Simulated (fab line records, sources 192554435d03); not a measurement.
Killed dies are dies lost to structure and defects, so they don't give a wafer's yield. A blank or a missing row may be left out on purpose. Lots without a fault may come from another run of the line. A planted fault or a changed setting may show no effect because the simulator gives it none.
Chamber matching | flow n5_finfet | N5_MOL_CONTACT_COAG_CMP_52 on cmp-02: 4 sister chambers
The step polishes, stops on SiO2, t overpolish 1.5 s, target thk 66.5 nm. 4 wafers are shown with their chamber, then 7 later ones without.

WAFERS WITH THEIR CHAMBER
wafer  | chamber | motor_current_A (A)
L079.6 | 3       | 12.2
L080.2 | 1       | 11.4
L086.5 | 0       | 11.5
L087.5 | 2       | 13.0

WAFERS WITHOUT THEIR CHAMBER
wafer  | motor_current_A (A)
L087.6 | 11.1
L089.1 | 12.7
L089.2 | 11.4
L089.5 | 11.9
L095.2 | 12.0
L095.5 | 12.8
L095.6 | 11.8

WHICH CHAMBER EACH WENT THROUGH
wafer  | from the rows above          | in truth
L087.6 | can't be placed: 1 or 0      | 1
L089.1 | can't be placed: 2 or 3      | 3
L089.2 | can't be placed: 1 or 0      | 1
L089.5 | can't be placed: 3 or 0 or 1 | 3
L095.2 | can't be placed: 3 or 0 or 1 | 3
L095.5 | can't be placed: 2 or 3      | 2
L095.6 | can't be placed: 0 or 3 or 1 | 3
Placed correctly: 0 of 7. Can't be placed from these rows: 7 (the true chamber is among the candidates in 7). Placed wrongly: 0.
How it was worked out, from the rows above alone: a wafer's distance from a chamber is the root of the sum, over the readings, of the square of ((its reading less the chamber's mean) divided by the reading's scatter). The wafer belongs to the nearest chamber; if the next one is less than 2 further off, it can't be placed. A chamber's mean is the mean of its shown wafers. The scatter: with one shown wafer a chamber, the root of the mean of the squares of how far each hidden wafer lies from its nearest shown one.
